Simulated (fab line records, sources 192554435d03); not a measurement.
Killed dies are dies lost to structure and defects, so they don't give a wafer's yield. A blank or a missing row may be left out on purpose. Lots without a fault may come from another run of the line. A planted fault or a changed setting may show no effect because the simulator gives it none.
Chamber matching | flow n5_finfet | N5_BEOL_M8_VIA_ETCH_34 on rie_diel-02: 4 sister chambers
The step etches SiCOH lowk in C4F6/O2, target depth 125.5 nm, time 50.5 s. 8 wafers are shown with their chamber, then 9 later ones without.

WAFERS WITH THEIR CHAMBER
wafer  | chamber | showerhead_plenum_p_Torr (Torr) | rf_vpp_V (V)
L080.6 | 3       | 2.94                            | 660
L085.1 | 0       | 2.84                            | 660
L085.6 | 1       | 2.80                            | 664
L083.3 | 3       | 2.94                            | 659
L083.4 | 0       | 2.83                            | 661
L087.3 | 2       | 2.77                            | 638
L087.4 | 1       | 2.80                            | 663
L087.5 | 2       | 2.77                            | 637

WAFERS WITHOUT THEIR CHAMBER
wafer  | showerhead_plenum_p_Torr (Torr) | rf_vpp_V (V)
L089.2 | 2.83                            | 660
L089.3 | 2.77                            | 637
L089.5 | 2.77                            | 638
L090.3 | 2.79                            | 664
L090.4 | 2.93                            | 660
L090.5 | 2.94                            | 658
L092.1 | 2.76                            | 638
L092.2 | 2.83                            | 661
L092.3 | 2.93                            | 659

WHICH CHAMBER EACH WENT THROUGH
wafer  | from the rows above | in truth
L089.2 | 0                   | 0
L089.3 | 2                   | 2
L089.5 | 2                   | 2
L090.3 | 1                   | 1
L090.4 | 3                   | 3
L090.5 | 3                   | 3
L092.1 | 2                   | 2
L092.2 | 0                   | 0
L092.3 | 3                   | 3
Placed correctly: 9 of 9. Can't be placed from these rows: 0. Placed wrongly: 0.
How it was worked out, from the rows above alone: a wafer's distance from a chamber is the root of the sum, over the readings, of the square of ((its reading less the chamber's mean) divided by the reading's scatter). The wafer belongs to the nearest chamber; if the next one is less than 2 further off, it can't be placed. A chamber's mean is the mean of its shown wafers. The scatter: the root of (the sum of the squares of (reading less its chamber's mean) over the shown wafers, divided by (wafers less chambers)).
